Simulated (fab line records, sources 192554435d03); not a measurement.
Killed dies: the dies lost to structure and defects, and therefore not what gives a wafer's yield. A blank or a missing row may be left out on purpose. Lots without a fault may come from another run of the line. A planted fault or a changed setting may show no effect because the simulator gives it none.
Chamber matching || flow n5-finfet || rie-diel-03 running N5_SDB_DESCUM_16: 4 sister chambers
The step chemistry O2, time 7.9 s. 4 wafers are shown with their chamber, then 10 later ones without.

WAFERS, EACH WITH ITS CHAMBER
{"wafer": "L079.2", "chamber": 1, "showerhead-plenum-p-Torr (Torr)": 2.02}
{"wafer": "L081.5", "chamber": 3, "showerhead-plenum-p-Torr (Torr)": 2.08}
{"wafer": "L087.1", "chamber": 2, "showerhead-plenum-p-Torr (Torr)": 1.89}
{"wafer": "L087.3", "chamber": 0, "showerhead-plenum-p-Torr (Torr)": 2.21}

WAFERS WITH NO CHAMBER GIVEN
{"wafer": "L087.4", "showerhead-plenum-p-Torr (Torr)": 2.07}
{"wafer": "L094.1", "showerhead-plenum-p-Torr (Torr)": 2.07}
{"wafer": "L094.4", "showerhead-plenum-p-Torr (Torr)": 2.00}
{"wafer": "L094.6", "showerhead-plenum-p-Torr (Torr)": 2.20}
{"wafer": "L095.2", "showerhead-plenum-p-Torr (Torr)": 2.20}
{"wafer": "L095.4", "showerhead-plenum-p-Torr (Torr)": 2.20}
{"wafer": "L095.5", "showerhead-plenum-p-Torr (Torr)": 1.88}
{"wafer": "L097.3", "showerhead-plenum-p-Torr (Torr)": 2.06}
{"wafer": "L097.4", "showerhead-plenum-p-Torr (Torr)": 2.00}
{"wafer": "L097.5", "showerhead-plenum-p-Torr (Torr)": 1.88}

WHICH CHAMBER EACH WENT THROUGH
{"wafer": "L087.4", "from the rows above": 3, "in truth": 3}
{"wafer": "L094.1", "from the rows above": 3, "in truth": 3}
{"wafer": "L094.4", "from the rows above": 1, "in truth": 1}
{"wafer": "L094.6", "from the rows above": 0, "in truth": 0}
{"wafer": "L095.2", "from the rows above": 0, "in truth": 0}
{"wafer": "L095.4", "from the rows above": 0, "in truth": 0}
{"wafer": "L095.5", "from the rows above": 2, "in truth": 2}
{"wafer": "L097.3", "from the rows above": "can't be placed: 3 or 1", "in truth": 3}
{"wafer": "L097.4", "from the rows above": 1, "in truth": 1}
{"wafer": "L097.5", "from the rows above": 2, "in truth": 2}
Placed correctly: 9 of 10. Cannot be placed on the basis of these rows: 1; the candidates contain the true chamber in 1. 0 placed wrongly.
How it was worked out, from the rows above alone: a wafer's distance from a chamber is the root of the sum, over the readings, of the square of ((its reading less the chamber's mean) divided by the reading's scatter). If the next closest chamber is less than 2 further off than the closest, the wafer can't be placed; otherwise it belongs to the closest. The mean given for a chamber averages the wafers shown for that chamber. The scatter (one wafer shown for each chamber): square how far every hidden wafer sits from the nearest shown wafer, average those squares and take the square root.
